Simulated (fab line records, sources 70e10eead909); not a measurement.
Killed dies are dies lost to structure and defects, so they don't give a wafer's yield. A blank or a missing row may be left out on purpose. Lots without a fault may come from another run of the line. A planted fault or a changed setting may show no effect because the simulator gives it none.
fab line records | flow nand_harc
record lots=11 wafers=33 last_day=33
route steps=1302 shown A_CHANNEL_HOLE_D2@583 END@1302
lots that met no fault: from a run of the same line without faults
start_h: hours from the record's first day to the start of the lot's first wafer shown | wait_h: hours since the lot's step before | " the same as in the row above | L1.1+2: a row that stands for several wafers | - no value, or no start given | * or withheld: withheld | < > ~ a bound
route shown NAME@n: a module of which the file shows steps, and the number in the route of the first | usual: mean/standard deviation of fault-free wafers | same: alike in all rows | chamber/n: place in a boat | sites: the reading at each site | _std_site: their standard deviation | _edge_site: outer sites' mean less inner sites' | radius_mm: how far each site lies from the wafer's centre | mask NAME#n: copy n | behind: the tool/chamber that last shaped the wafer | hold: why the lot was held/for how many hours/how that ended | device: the transistor (n, p or np) that didn't switch | end of line: the same wafers' tests at the end of the route | a step without rows: its recipe alone | killed: dies lost to structure and defects at the first sort, not the wafer's yield | map: a wafer's dies, x killed, . not, _ none there
set.NAME: the setting as run; set.NAME@STEP: as run at that earlier step | model.NAME: the simulator's own value behind a step, which no gauge read
steps of the route over a sample of lots; a table a step, a row a wafer
services: from which hour (start_h, from the record's first day; less than 0 if before it) a tool's chamber was out of use, for how many hours, and why
## steps
# step NHARC_A_CHANNEL_HOLE_D2_OVL_MEAS_11
# usual overlay_x_nm=0.2/0.75 overlay_y_nm=-0.2/0.8
# columns lot.wafer tool chamber start_h wait_h overlay_x_nm overlay_y_nm
L776.3 overlay-01 - 296.58 - 0.8 -1.3
L776.4 " - " " 0.6 -0.8
L776.5 " - " " 0.8 -0.9
L777.3 overlay-01 - 296.73 - 0.8 -1.5
L777.4 " - " " 0.0 -2.1
L777.6 " - " " 0.2 -1.8
L778.1 overlay-01 - 321.25 - 0.9 -0.7
L778.2 " - " " 0.7 -1.0
L778.5 " - " " 0.9 -1.1
L779.2 overlay-01 - 331.41 - -0.1 0.4
L779.3 " - " " -0.5 0.7
L779.4 " - " " -0.2 0.1
L782.1 overlay-02 - 355.36 - 0.1 0.1
L782.2 " - " " 0.2 -0.2
L782.4 " - " " 0.0 0.3
L790.2 overlay-02 - 436.18 - 0.5 -0.1
L790.3 " - " " 0.3 -0.1
L790.6 " - " " 0.5 -0.2
L791.4 overlay-02 - 438.18 - 0.5 0.8
L791.5 " - " " 0.1 0.7
L791.6 " - " " 0.6 0.4
L792.1 overlay-02 - 462.39 - -1.0 -1.3
L792.3 " - " " -1.4 -1.8
L792.5 " - " " -0.5 -1.1
L795.1 overlay-01 - 476.58 - 1.8 0.4
L795.2 " - " " 1.5 0.7
L795.5 " - " " 2.4 0.5
L797.1 overlay-02 - 503.59 - 0.0 -1.5
L797.2 " - " " 0.2 -1.9
L797.4 " - " " 0.1 -2.1
L799.3 overlay-01 - 516.04 - 1.1 -0.7
L799.4 " - " " 1.2 -0.4
L799.5 " - " " 1.5 -1.2
# step NHARC_A_CHANNEL_HOLE_D2_ETCH_39
# recipe target_depth_a=2600 over_etch_frac=0.3 time_s=325 ion_energy_ev=200 n2_flow_sccm=150 h2_flow_sccm=150 ar_flow_sccm=0 rf_w=400 bias_w=150 chemistry=N2/H2
# usual drypump_motor_current_A=5.8/0.34 oes_product_au=1.000/0.012 rf_vpp_V=430.9/2.8 showerhead_plenum_p_Torr=2.05/0.1 throttle_valve_pct=14.172/0.0091
# columns lot.wafer tool chamber start_h wait_h drypump_motor_current_A oes_product_au rf_hours_counter_h rf_vpp_V showerhead_plenum_p_Torr throttle_valve_pct
L776.4 rie_diel-13 1 - - 5.9 1.016 7 436.1 2.17 14.186
L776.3 " 2 " " 5.9 1.013 7 428.7 1.98 14.151
L776.5 " 0 " " 6.5 1.020 - 432.7 2.13 14.171
L777.3 rie_diel-08 1 - - 5.7 0.995 7 428.3 1.97 14.174
L777.4 " 2 " " 5.2 1.000 7 430.3 2.05 14.170
L777.6 " 1 " " 5.7 1.008 - 430.4 1.97 14.185
L778.1 rie_diel-07 3 - - 6.1 0.996 1 431.8 2.19 14.163
L778.2 " 0 " " 5.5 0.987 1 432.3 2.18 14.167
L778.5 " 3 " " 6.1 0.988 - 434.1 2.19 14.183
L779.3 rie_diel-07 3 - - 6.1 1.003 2 433.3 2.19 14.176
L779.4 " 0 " " 5.5 0.989 2 434.1 2.18 14.155
L779.2 " 2 " " 5.5 0.995 2 426.6 1.89 14.180
L782.1 rie_diel-07 0 - - 5.5 1.002 3 432.8 2.18 14.175
L782.4 " 1 " " 5.5 1.009 3 428.8 1.96 14.171
L782.2 " 2 " " 5.5 1.022 4 426.5 1.89 14.165
L790.3 rie_diel-13 2 - - 5.9 1.006 6 428.8 1.98 14.192
L790.2 " 0 " " 6.5 0.978 4 433.0 2.13 14.179
L790.6 " 2 " " 5.9 1.011 - 429.3 1.98 14.166
L791.4 rie_diel-08 1 - - 5.7 1.001 3 427.4 1.97 14.144
L791.5 " 3 " " 5.6 0.996 - 427.6 1.92 14.171
L791.6 " 0 " " 6.1 1.002 - 433.9 2.15 14.179
L792.3 rie_diel-07 1 - - 5.5 1.025 9 428.7 1.96 14.162
L792.1 " 2 " " 5.5 1.012 9 426.9 1.89 14.172
L792.5 " 0 " " 5.5 1.003 - 432.0 2.18 14.174
L795.1 rie_diel-08 2 - - 5.2 0.994 7 430.0 2.05 14.168
L795.2 " 3 " " 5.6 0.995 7 426.8 1.92 14.188
L795.5 " 0 " " 6.1 1.009 - 432.8 2.15 14.169
L797.1 rie_diel-07 2 - - 5.5 0.997 1 426.0 1.89 14.168
L797.4 " 3 " " 6.1 0.999 1 434.4 2.19 14.174
L797.2 " 1 " " 5.5 0.988 1 428.2 1.96 14.164
L799.4 rie_diel-08 1 - - 5.7 0.983 7 428.1 1.97 14.164
L799.3 " 0 " " 6.1 1.011 9 434.5 2.15 14.184
L799.5 " 1 " " 5.7 1.002 - 428.0 1.97 14.180
# step NHARC_A_CHANNEL_HOLE_D2_ETCH_16
# recipe target_depth_a=31000 over_etch_frac=0.3 time_s=806 ion_energy_ev=150 o2_flow_sccm=400 cos_flow_sccm=20 ar_flow_sccm=0 rf_w=500 bias_w=300 chemistry=O2/COS
# usual drypump_motor_current_A=5.8/0.33 oes_product_au=0.998/0.012 rf_vpp_V=314.4/2.4 showerhead_plenum_p_Torr=3.14/0.14 throttle_valve_pct=28.329/0.0091
# columns lot.wafer tool chamber start_h wait_h drypump_motor_current_A oes_product_au rf_hours_counter_h rf_vpp_V showerhead_plenum_p_Torr throttle_valve_pct
L776.4 rie_diel-13 3 - - 5.7 1.004 6 313.5 3.10 28.344
L776.3 " 2 " " 5.9 1.009 7 311.8 3.04 28.325
L776.5 " 0 " " 6.5 1.019 - 316.6 3.25 28.335
L777.3 rie_diel-08 0 - - 6.0 0.999 6 316.2 3.28 28.332
L777.4 " 2 " " 5.2 0.999 7 314.6 3.14 28.322
L777.6 " 3 " " 5.7 0.997 - 312.5 2.96 28.323
L778.1 rie_diel-07 0 - - 5.5 0.984 1 316.5 3.32 28.327
L778.2 " 2 " " 5.5 1.001 1 309.4 2.91 28.329
L778.5 " 3 " " 6.2 1.000 - 316.7 3.33 28.319
L779.4 rie_diel-07 0 - - 5.5 0.991 2 317.0 3.32 28.330
L779.2 " 1 " " 5.5 1.002 1 312.9 3.01 28.326
L779.3 " 2 " " 5.5 1.003 2 311.0 2.91 28.319
L782.4 rie_diel-07 2 - - 5.5 1.010 4 312.2 2.91 28.334
L782.1 " 3 " " 6.1 0.992 4 317.8 3.33 28.342
L782.2 " 0 " " 5.5 0.985 4 317.0 3.32 28.334
L790.3 rie_diel-13 2 - - 5.9 1.000 7 313.4 3.04 28.320
L790.2 " 0 " " 6.5 0.972 4 315.9 3.25 28.335
L790.6 " 2 " " 5.9 0.997 - 311.0 3.04 28.350
L791.4 rie_diel-08 0 - - 6.1 0.994 4 316.6 3.28 28.316
L791.6 " 2 " " 5.2 0.992 - 314.0 3.13 28.320
L791.5 " 3 " " 5.7 0.998 - 310.5 2.96 28.343
L792.1 rie_diel-07 3 - - 6.1 1.012 9 317.1 3.33 28.314
L792.3 " 2 " " 5.5 1.023 9 310.9 2.91 28.354
L792.5 " 3 " " 6.1 1.001 - 315.3 3.33 28.340
L795.1 rie_diel-08 3 - - 5.7 0.996 7 313.3 2.96 28.330
L795.2 " 1 " " 5.7 0.984 5 313.0 3.02 28.334
L795.5 " 0 " " 6.0 0.997 - 316.8 3.28 28.316
L797.1 rie_diel-07 0 - - 5.5 1.014 1 316.9 3.31 28.330
L797.2 " 2 " " 5.5 0.993 1 310.3 2.91 28.312
L797.4 " 3 " " 6.1 1.000 1 316.8 3.33 28.330
L799.4 rie_diel-08 3 - - 5.7 0.997 10 311.3 2.96 28.321
L799.3 " 1 " " 5.7 1.000 8 312.6 3.02 28.316
L799.5 " 0 " " 6.1 1.009 - 317.8 3.28 28.324
# step NHARC_A_CHANNEL_HOLE_D2_ETCH_44
# recipe target_depth_a=1400 overetch_a=140 time_s=77 ion_energy_ev=100 cf4_flow_sccm=80 o2_flow_sccm=20 ar_flow_sccm=0 rf_w=300 bias_w=100 chemistry=CF4/O2
# usual drypump_motor_current_A=5.8/0.32 oes_product_au=0.998/0.012 rf_vpp_V=197.9/1.6 showerhead_plenum_p_Torr=1.34/0.071 throttle_valve_pct=13.397/0.0085
# columns lot.wafer tool chamber start_h wait_h drypump_motor_current_A oes_product_au rf_hours_counter_h rf_vpp_V showerhead_plenum_p_Torr throttle_valve_pct
L776.3 rie_diel-08 0 302.65 0.1 6.1 0.994 7 200.4 1.41 13.390
L776.4 " 2 " " 5.2 0.986 8 197.7 1.34 13.401
L776.5 " 0 " " 6.1 0.983 - 199.3 1.41 13.416
L777.3 rie_diel-13 0 303.18 0.1 6.5 1.014 9 198.8 1.39 13.403
L777.4 " 1 " " 6.0 1.012 8 199.4 1.42 13.392
L777.6 " 3 " " 5.7 0.989 - 198.3 1.33 13.402
L778.2 rie_diel-13 2 327.26 0.1 5.9 1.012 8 196.4 1.30 13.389
L778.1 " 1 " " 6.0 1.022 8 197.8 1.42 13.403
L778.5 " 3 " " 5.7 0.992 - 197.8 1.33 13.401
L779.4 rie_diel-07 1 339.88 0.0 5.5 1.012 2 197.2 1.29 13.391
L779.3 " 2 " " 5.5 1.009 2 196.9 1.24 13.381
L779.2 " 0 " " 5.5 0.998 2 199.5 1.42 13.392
L782.2 rie_diel-07 0 361.92 0.1 5.5 0.924 4 199.9 1.42 13.392
L782.1 " 1 " " 5.5 1.008 4 196.5 1.29 13.395
L782.4 " 2 " " 5.5 1.004 5 196.2 1.24 13.394
L790.3 rie_diel-13 1 442.18 0.0 6.0 0.993 6 198.9 1.42 13.403
L790.2 " 3 " " 5.7 0.990 5 197.8 1.33 13.397
L790.6 " 2 " " 5.9 1.004 - 197.6 1.30 13.401
L791.4 rie_diel-07 1 444.18 0.1 5.5 1.004 8 195.4 1.29 13.397
L791.6 " 0 " " 5.5 1.003 - 199.1 1.42 13.394
L791.5 " 1 " " 5.5 1.006 - 197.0 1.28 13.388
L792.1 rie_diel-07 2 468.39 0.1 5.5 0.998 10 197.2 1.24 13.411
L792.3 " 3 " " 6.1 0.993 9 199.3 1.43 13.381
L792.5 " 3 " " 6.1 1.002 - 200.8 1.43 13.384
L795.2 rie_diel-13 1 482.60 0.1 6.0 1.009 8 199.0 1.42 13.406
L795.1 " 2 " " 5.9 1.013 11 197.5 1.30 13.397
L795.5 " 0 " " 6.5 0.981 - 200.6 1.39 13.396
L797.1 rie_diel-07 2 510.19 0.1 5.5 0.995 1 196.0 1.24 13.386
L797.4 " 3 " " 6.1 0.989 1 197.5 1.43 13.411
L797.2 " 0 " " 5.5 1.014 1 199.1 1.42 13.403
L799.3 rie_diel-07 2 522.23 0.1 5.5 0.976 2 195.9 1.24 13.399
L799.4 " 1 " " 5.5 0.974 2 196.0 1.28 13.392
L799.5 " 3 " " 6.1 0.969 - 199.5 1.42 13.400
# step NHARC_END_SORT_01
# recipe temp_c=25
# usual killed_at_array=58/22 killed_at_other=1.0/1.3 killed_at_periphery=5/3.4 killed_dies=64/22 killed_open=3.6/1.8 killed_short=2.4/1.7
# same gross_dies=677
# columns lot.wafer tool chamber start_h wait_h killed_at_array killed_at_other killed_at_periphery killed_dies killed_open killed_short
L776.3 prober-01 0 571.12 3.1 72 0 2 74 6 3
L776.4 prober-01 0 571.91 3.4 67 0 1 68 2 1
L776.5 prober-01 0 572.70 3.7 59 0 2 61 2 3
L777.3 prober-02 0 575.61 3.1 48 0 9 57 3 5
L777.4 prober-02 0 576.40 3.4 57 0 5 62 3 4
L777.6 prober-02 0 577.99 4.0 49 0 5 54 3 2
L778.1 prober-01 0 581.48 2.5 55 0 3 58 4 2
L778.2 prober-01 0 582.27 2.8 50 1 0 51 1 1
L778.5 prober-01 0 584.67 3.7 55 1 1 57 4 4
L779.2 prober-02 0 594.49 2.8 80 3 0 83 3 4
L779.3 prober-02 0 595.28 3.1 102 0 1 103 1 1
L779.4 prober-02 0 596.07 3.4 101 2 2 105 3 3
L782.1 prober-02 0 622.27 2.5 40 2 12 54 1 3
L782.2 prober-02 0 623.07 2.8 617 0 5 622 5 1
L782.4 prober-02 0 624.66 3.4 64 1 9 74 6 4
L790.2 prober-01 0 703.44 2.8 41 0 5 46 7 6
L790.3 prober-01 0 704.25 3.1 50 0 2 52 4 2
L790.6 prober-01 0 706.68 4.1 48 1 1 50 1 8
L791.4 prober-02 0 705.16 3.4 79 3 3 85 1 3
L791.5 prober-02 0 705.97 3.7 65 1 10 76 3 6
L791.6 prober-02 0 706.78 4.0 86 0 8 94 5 5
L792.1 prober-01 0 718.31 2.5 74 6 6 86 3 4
L792.3 prober-01 0 719.92 3.1 78 0 1 79 5 4
L792.5 prober-01 0 721.54 3.7 90 2 5 97 4 2
L795.1 prober-02 0 750.07 2.5 87 0 3 90 5 1
L795.2 prober-02 0 750.87 2.8 71 1 8 80 4 0
L795.5 prober-02 0 753.28 3.7 67 1 9 77 4 4
L797.1 prober-02 0 771.86 2.5 26 1 3 30 4 6
L797.2 prober-02 0 772.66 2.8 27 0 3 30 2 4
L797.4 prober-02 0 774.25 3.4 28 1 3 32 4 3
L799.3 prober-02 0 789.22 3.1 55 0 3 58 2 3
L799.4 prober-02 0 790.02 3.4 44 0 3 47 3 0
L799.5 prober-02 0 790.82 3.7 55 1 3 59 4 2
# killed by level:class
L776.3 A_CHANNEL_HOLE_D2:chamber_film_flake=38 A_SLIT:chamber_film_flake=17 A_STAIRCASE:chamber_film_flake=3 A_WL_FILL:geometric_particle:open=2 A_CHANNEL_HOLE_D1:chamber_film_flake=2 A_WL_FILL:chamber_film_flake=2 A_SOURCE_PLATE:geometric_particle:short=1 A_CHANNEL_HOLE_D1:geometric_particle:open=1
L776.4 A_CHANNEL_HOLE_D2:chamber_film_flake=41 A_SLIT:chamber_film_flake=17 A_STAIRCASE:chamber_film_flake=3 A_CONTACT:chamber_film_flake=2 A_ONON_D1:geometric_particle:short=1 A_WL_FILL:geometric_particle:open=1 A_CONTACT:geometric_particle:open=1 P_BONDPAD:chamber_film_flake=1
L776.5 A_CHANNEL_HOLE_D2:chamber_film_flake=30 A_SLIT:chamber_film_flake=19 A_STAIRCASE:chamber_film_flake=3 A_ONON_D2:geometric_particle:short=2 P_BONDPAD:chamber_film_flake=2 A_ONON_D1:geometric_particle:short=1 A_CHANNEL_FILL_D2:geometric_particle:open=1 A_SGD_CUT:geometric_particle:open=1
L777.3 A_CHANNEL_HOLE_D1:chamber_film_flake=25 A_CHANNEL_HOLE_D2:chamber_film_flake=5 A_CONTACT:chamber_film_flake=5 P_CONTACT:chamber_film_flake=4 A_DECK1_JOINT:geometric_particle:short=3 A_CHANNEL_FILL_D2:chamber_film_flake=3 P_STI:chamber_film_flake=2 P_BONDPAD:chamber_film_flake=2
L777.4 A_CHANNEL_HOLE_D1:chamber_film_flake=32 A_CHANNEL_HOLE_D2:chamber_film_flake=6 A_CONTACT:chamber_film_flake=5 A_STAIRCASE:chamber_film_flake=4 A_ONON_D2:geometric_particle:open=2 A_CHANNEL_FILL_D2:geometric_particle:short=2 P_STI:chamber_film_flake=2 A_DECK1_JOINT:chamber_film_flake=2
L777.6 A_CHANNEL_HOLE_D1:chamber_film_flake=29 A_CHANNEL_HOLE_D2:chamber_film_flake=6 A_STAIRCASE:chamber_film_flake=4 A_CONTACT:chamber_film_flake=3 P_ZERO_WELL:chamber_film_flake=2 A_DECK1_JOINT:geometric_particle:open=1 A_DECK1_JOINT:geometric_particle:short=1 A_ONON_D2:geometric_particle:open=1
L778.1 A_CHANNEL_HOLE_D1:chamber_film_flake=28 A_CHANNEL_HOLE_D2:chamber_film_flake=9 A_SGD_CUT:chamber_film_flake=4 A_STAIRCASE:chamber_film_flake=3 A_CONTACT:unspecified=3 A_ZERO_WELL:chamber_film_flake=2 P_ZERO_WELL:geometric_particle:short=1 P_GATE:geometric_particle:open=1
L778.2 A_CHANNEL_HOLE_D1:chamber_film_flake=31 A_CHANNEL_HOLE_D2:chamber_film_flake=5 A_CONTACT:chamber_film_flake=5 A_SGD_CUT:chamber_film_flake=3 A_WL_FILL:chamber_film_flake=2 A_DECK1_JOINT:geometric_particle:open=1 A_WL_FILL:geometric_particle:short=1 A_DECK1_JOINT:chamber_film_flake=1
L778.5 A_CHANNEL_HOLE_D1:chamber_film_flake=31 A_CHANNEL_HOLE_D2:chamber_film_flake=6 A_SGD_CUT:chamber_film_flake=4 A_STAIRCASE:chamber_film_flake=3 A_CONTACT:chamber_film_flake=3 A_M0:geometric_particle:short=2 P_CONTACT:geometric_particle:open=1 A_CHANNEL_FILL_D1:geometric_particle:short=1
L779.2 A_SLIT:chamber_film_flake=27 A_CHANNEL_HOLE_D2:chamber_film_flake=25 A_CHANNEL_HOLE_D1:chamber_film_flake=16 A_CONTACT:chamber_film_flake=3 HYBRID_BOND:chamber_film_flake=3 A_ONON_D1:geometric_particle:short=1 A_CHANNEL_FILL_D1:geometric_particle:short=1 A_ONON_D2:geometric_particle:short=1
L779.3 A_CHANNEL_HOLE_D1:chamber_film_flake=34 A_CHANNEL_HOLE_D2:chamber_film_flake=30 A_SLIT:chamber_film_flake=23 A_STAIRCASE:chamber_film_flake=4 A_BLC:chamber_film_flake=3 A_CONTACT:chamber_film_flake=2 A_WL_FILL:chamber_film_flake=2 A_ONON_D1:geometric_particle:open=1
L779.4 A_CHANNEL_HOLE_D1:chamber_film_flake=34 A_CHANNEL_HOLE_D2:chamber_film_flake=28 A_SLIT:chamber_film_flake=22 A_M1:chamber_film_flake=3 A_DECK1_JOINT:chamber_film_flake=2 A_STAIRCASE:chamber_film_flake=2 A_WL_FILL:chamber_film_flake=2 P_GATE:geometric_particle:open=1
L782.1 A_CHANNEL_HOLE_D2:chamber_film_flake=30 P_GATE:chamber_film_flake=4 A_WL_FILL:geometric_particle:short=3 P_STI:chamber_film_flake=3 P_M1:chamber_film_flake=2 P_BONDPAD:chamber_film_flake=2 A_CHANNEL_FILL_D1:chamber_film_flake=2 A_SLIT:chamber_film_flake=2
L782.2 A_CHANNEL_HOLE_D2:area_etch=576 A_CHANNEL_HOLE_D2:chamber_film_flake=26 A_CHANNEL_FILL_D1:chamber_film_flake=5 A_SLIT:chamber_film_flake=3 P_STI:chamber_film_flake=2 P_CONTACT:geometric_particle:open=1 P_M2:geometric_particle:open=1 A_ONON_D2:geometric_particle:open=1
L782.4 A_CHANNEL_HOLE_D2:chamber_film_flake=37 A_CHANNEL_HOLE_D1:chamber_film_flake=5 A_SLIT:chamber_film_flake=4 A_CONTACT:chamber_film_flake=4 A_WL_FILL:geometric_particle:short=3 A_WL_FILL:geometric_particle:open=2 P_ZERO_WELL:chamber_film_flake=2 P_STI:chamber_film_flake=2
L790.2 A_CHANNEL_HOLE_D2:chamber_film_flake=15 A_CHANNEL_HOLE_D1:chamber_film_flake=8 A_SLIT:chamber_film_flake=4 A_CHANNEL_FILL_D2:geometric_particle:short=3 P_CONTACT:geometric_particle:open=2 P_M2:chamber_film_flake=2 A_ZERO_WELL:chamber_film_flake=2 P_CONTACT:geometric_particle:short=1
L790.3 A_CHANNEL_HOLE_D2:chamber_film_flake=21 A_CHANNEL_HOLE_D1:chamber_film_flake=12 A_SLIT:chamber_film_flake=5 A_CHANNEL_FILL_D1:geometric_particle:open=2 P_M2:chamber_film_flake=2 A_STAIRCASE:chamber_film_flake=2 A_CONTACT:chamber_film_flake=2 A_ONON_D1:geometric_particle:open=1
L791.4 A_CHANNEL_HOLE_D1:chamber_film_flake=36 A_SLIT:chamber_film_flake=30 A_CONTACT:chamber_film_flake=7 THIN_TSV:chamber_film_flake=3 A_CHANNEL_FILL_D1:geometric_particle:short=2 A_CHANNEL_FILL_D2:chamber_film_flake=2 P_STI:geometric_particle:open=1 A_M1:geometric_particle:short=1
L791.5 A_CHANNEL_HOLE_D1:chamber_film_flake=27 A_SLIT:chamber_film_flake=23 A_CONTACT:chamber_film_flake=7 P_ZERO_WELL:chamber_film_flake=5 P_M2:chamber_film_flake=3 P_STI:geometric_particle:open=1 A_SOURCE_PLATE:geometric_particle:short=1 A_DECK1_JOINT:geometric_particle:short=1
L790.6 A_CHANNEL_HOLE_D2:chamber_film_flake=16 A_SLIT:chamber_film_flake=9 A_CHANNEL_HOLE_D1:chamber_film_flake=8 A_STAIRCASE:chamber_film_flake=3 A_CHANNEL_FILL_D2:geometric_particle:short=2 A_WL_FILL:geometric_particle:short=2 A_CHANNEL_FILL_D2:chamber_film_flake=2 A_ONON_D1:geometric_particle:short=1
L791.6 A_SLIT:chamber_film_flake=36 A_CHANNEL_HOLE_D1:chamber_film_flake=31 A_CONTACT:chamber_film_flake=8 P_M2:chamber_film_flake=3 A_CHANNEL_FILL_D1:geometric_particle:short=2 P_GATE:chamber_film_flake=2 A_STAIRCASE:chamber_film_flake=2 P_CONTACT:geometric_particle:open=1
L792.1 A_SLIT:chamber_film_flake=34 A_CHANNEL_HOLE_D1:chamber_film_flake=26 THIN_TSV:chamber_film_flake=5 A_STAIRCASE:chamber_film_flake=4 P_ZERO_WELL:chamber_film_flake=2 P_BONDPAD:chamber_film_flake=2 A_CHANNEL_FILL_D2:chamber_film_flake=2 P_CONTACT:geometric_particle:short=1
L792.3 A_CHANNEL_HOLE_D1:chamber_film_flake=31 A_SLIT:chamber_film_flake=27 A_STAIRCASE:chamber_film_flake=5 A_CHANNEL_FILL_D1:geometric_particle:short=2 A_DECK1_JOINT:chamber_film_flake=2 A_CONTACT:chamber_film_flake=2 A_BONDPAD:chamber_film_flake=2 P_M0:geometric_particle:open=1
L792.5 A_SLIT:chamber_film_flake=38 A_CHANNEL_HOLE_D1:chamber_film_flake=33 A_STAIRCASE:chamber_film_flake=6 A_DECK1_JOINT:chamber_film_flake=4 A_DECK1_JOINT:geometric_particle:open=2 P_GATE:chamber_film_flake=2 P_BONDPAD:chamber_film_flake=2 HYBRID_BOND:latent=2
L795.1 A_CHANNEL_HOLE_D2:chamber_film_flake=28 A_SLIT:chamber_film_flake=25 A_CHANNEL_HOLE_D1:chamber_film_flake=11 A_CONTACT:chamber_film_flake=6 A_STAIRCASE:chamber_film_flake=5 A_M1:geometric_particle:open=3 A_WL_FILL:chamber_film_flake=2 A_ONON_D1:geometric_particle:short=1
L795.2 A_SLIT:chamber_film_flake=28 A_CHANNEL_HOLE_D2:chamber_film_flake=18 A_CHANNEL_HOLE_D1:chamber_film_flake=8 P_M2:chamber_film_flake=5 A_CONTACT:chamber_film_flake=5 A_WL_FILL:chamber_film_flake=4 A_STAIRCASE:chamber_film_flake=2 P_CONTACT:geometric_particle:open=1
L795.5 A_CHANNEL_HOLE_D2:chamber_film_flake=22 A_SLIT:chamber_film_flake=19 A_STAIRCASE:chamber_film_flake=6 A_CHANNEL_HOLE_D1:chamber_film_flake=5 P_M2:chamber_film_flake=4 P_CONTACT:chamber_film_flake=3 A_CONTACT:chamber_film_flake=3 A_DECK1_JOINT:geometric_particle:open=2
L797.1 A_SLIT:chamber_film_flake=6 A_STAIRCASE:chamber_film_flake=4 A_CHANNEL_HOLE_D1:chamber_film_flake=3 A_CHANNEL_FILL_D1:geometric_particle:open=2 A_ONON_D2:geometric_particle:short=2 P_GATE:chamber_film_flake=2 A_CONTACT:chamber_film_flake=2 P_GATE:geometric_particle:short=1
L797.2 A_SLIT:chamber_film_flake=11 A_ONON_D2:geometric_particle:short=2 A_CHANNEL_HOLE_D1:unspecified=2 A_CHANNEL_HOLE_D1:chamber_film_flake=2 A_STAIRCASE:chamber_film_flake=2 A_M1:chamber_film_flake=2 P_CONTACT:geometric_particle:short=1 A_ONON_D1:geometric_particle:short=1
L797.4 A_SLIT:chamber_film_flake=12 A_CONTACT:chamber_film_flake=3 A_CHANNEL_FILL_D2:geometric_particle:open=2 A_CHANNEL_HOLE_D1:unspecified=2 A_STAIRCASE:chamber_film_flake=2 P_GATE:geometric_particle:short=1 P_M1:geometric_particle:open=1 A_CHANNEL_FILL_D1:geometric_particle:short=1
L799.3 A_CHANNEL_HOLE_D1:chamber_film_flake=21 A_SLIT:chamber_film_flake=13 A_CONTACT:chamber_film_flake=12 A_ZERO_WELL:chamber_film_flake=2 A_CHANNEL_HOLE_D2:chamber_film_flake=2 A_WL_FILL:chamber_film_flake=2 P_GATE:geometric_particle:open=1 P_CONTACT:geometric_particle:short=1
L799.4 A_CHANNEL_HOLE_D1:chamber_film_flake=21 A_SLIT:chamber_film_flake=7 A_CONTACT:chamber_film_flake=7 P_CONTACT:geometric_particle:open=3 A_ZERO_WELL:chamber_film_flake=3 A_WL_FILL:chamber_film_flake=3 A_CHANNEL_FILL_D1:chamber_film_flake=1 A_CHANNEL_HOLE_D2:chamber_film_flake=1
L799.5 A_CHANNEL_HOLE_D1:chamber_film_flake=21 A_SLIT:chamber_film_flake=15 A_CONTACT:chamber_film_flake=8 A_STAIRCASE:chamber_film_flake=5 A_WL_FILL:chamber_film_flake=2 P_CONTACT:geometric_particle:short=1 P_CONTACT:geometric_particle:open=1 P_M1:geometric_particle:open=1
## services
# columns tool chamber start_h hours kind
rie_diel-07 - 294.32 9.0 pm
rie_diel-07 0 294.32 9.0 vent_cycle
rie_diel-07 1 294.32 9.0 vent_cycle
rie_diel-07 2 294.32 9.0 vent_cycle
rie_diel-07 3 294.32 9.0 vent_cycle
rie_diel-07 0 303.32 - clean
rie_diel-07 1 303.32 - clean
rie_diel-07 2 303.32 - clean
rie_diel-07 3 303.32 - clean
rie_diel-07 0 327.82 - clean
rie_diel-07 1 327.82 - clean
rie_diel-07 2 327.82 - clean
rie_diel-07 3 327.82 - clean
rie_diel-07 - 328.96 0.3 repair
rie_diel-13 - 342.04 9.0 pm
rie_diel-07 0 352.32 - clean
rie_diel-08 - 367.80 9.0 pm
rie_diel-08 1 411.95 7.0 repair
rie_diel-08 0 417.55 2.6 repair
rie_diel-07 - 421.69 0.1 repair
rie_diel-13 1 445.13 20.7 repair
rie_diel-07 - 471.32 9.0 pm
rie_diel-13 2 505.23 4.4 repair
rie_diel-13 - 519.04 9.0 pm
## key
first_sign step=NHARC_A_CHANNEL_HOLE_D2_ETCH_44 reading=oes_product_au direction=down sigmas=6 usual=0.998 struck=0.924
effect step=NHARC_END_SORT_01 reading=killed_at_array direction=up sigmas=26 usual=58 struck=617
more_kills_born_at NHARC_A_CHANNEL_HOLE_D2_ETCH_44@rie_diel-07=576
met_at NHARC_A_CHANNEL_HOLE_D2_ETCH_44
struck_lots L782
struck_wafers L782.2
later_rows_left_out L782.2
tester_left_out L782
not_acting_at NHARC_A_CHANNEL_HOLE_D2_OVL_MEAS_11,NHARC_A_CHANNEL_HOLE_D2_ETCH_39,NHARC_A_CHANNEL_HOLE_D2_ETCH_16
onset_between 339.88 361.92
fault kind=process_parameter_drift tool=rie_diel-07 chamber=0 onset_h=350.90 steps=NHARC_A_CHANNEL_HOLE_D2_ETCH_44 channel=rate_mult offset=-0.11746 shape=step end_h=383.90
# tester_left_out: of these lots the tester's yield and bins aren't shown, on N5 and GAA mostly nor the transistor test; their killed dies are dies lost to structure and defects alone, not to doping, threshold or leakage, so they don't give the yield
# later_rows_left_out: the simulator's readings of these wafers behind a module that went badly wrong aren't trusted and aren't shown, but for the sort
